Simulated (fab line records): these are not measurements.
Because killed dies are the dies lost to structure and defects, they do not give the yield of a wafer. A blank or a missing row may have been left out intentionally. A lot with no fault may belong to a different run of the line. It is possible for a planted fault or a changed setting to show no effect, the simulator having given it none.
Which of the tools did it? | flow nandHarc | Sampling: 6 lots, 18 wafers, 3 of 1159 route steps

== WHAT EACH GAUGE READ, for each wafer ==
NHARC_A_M0_CD_MEAS_09: the cd target is 80 nm.
lot  | measured     | on       | cdNm (nm)
L248 | day 17 16:34 | cdSem-03 | 80.3 80.8 80.4
L251 | day 18 03:58 | cdSem-01 | 80.9 80.6 80.7
L259 | day 20 17:32 | cdSem-02 | 79.9 81.1 79.6
L261 | day 21 16:56 | cdSem-01 | 77.7 77.8 77.6 77.5 77.8 77.1
L263 | day 22 04:52 | cdSem-01 | 80.0 80.5 80.7
L269 | day 22 21:03 | cdSem-03 | 81.0 80.0 79.9

== EACH LOT AND THE TOOL THAT RAN IT (in order: tool; ch and the chambers of the sampled wafers; start) ==
lot  | NHARC_A_BLC_DEGAS_30        | NHARC_A_M0_PEB_07
L248 | pvdSputter-03, day 17 14:11 | lithoTrack-04 ch 0, day 17 16:29
L251 | pvdSputter-01, day 18 01:38 | lithoTrack-04 ch 0, day 18 03:53
L259 | pvdSputter-02, day 20 13:36 | lithoTrack-01 ch 0, day 20 17:27
L261 | pvdSputter-01, day 21 08:50 | lithoTrack-01 ch 0, day 21 16:52
L263 | pvdSputter-01, day 22 00:13 | lithoTrack-04 ch 0, day 22 04:46
L269 | pvdSputter-03, day 22 16:08 | lithoTrack-06 ch 0, day 22 20:58
- NHARC_A_BLC_DEGAS_30: time 60 s.
- NHARC_A_M0_PEB_07: peb time 65 s.

== THE ANSWER, worked out from the rows above alone ==
Rule: the usual values come from the lots themselves. Put in order of their means at a reading, lots are off if they are a third of the lots or fewer, leave a main group of 4 or more, and stand apart from it by a gap of 3 or more times the standard deviation of the main group's means; of several such gaps the widest counts. A main group whose means are all the same, to the digits that the tables above print for the reading, isn't used. A lot without any number at a reading at which 4 lots or more have one is off too. Where the step has rows for the other lots, those lots are counted as sound.
Off: L261, at NHARC_A_M0_CD_MEAS_09 (cdNm). Mean 80.4 nm and standard deviation 0.18 in the main group.
If a tool, at a process step before that reading, ran all the lots that are off and no sound lot after the first of them, it fits. Gauges at NHARC_A_M0_CD_MEAS_09: tried the same way as those tools. One fits: lithoTrack-01 at NHARC_A_M0_PEB_07. Its last sound lot is L259 (day 20 17:27), its first lot that is off L261 (day 21 16:52): a fault that began between those two fits.

== WHAT HAD BEEN PUT IN BY THE SIMULATOR ==
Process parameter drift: lithoTrack-01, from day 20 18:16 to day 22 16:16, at NHARC_A_M0_PEB_07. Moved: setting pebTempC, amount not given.
Shown lots that were struck: L261. This agrees with what the rule above found.
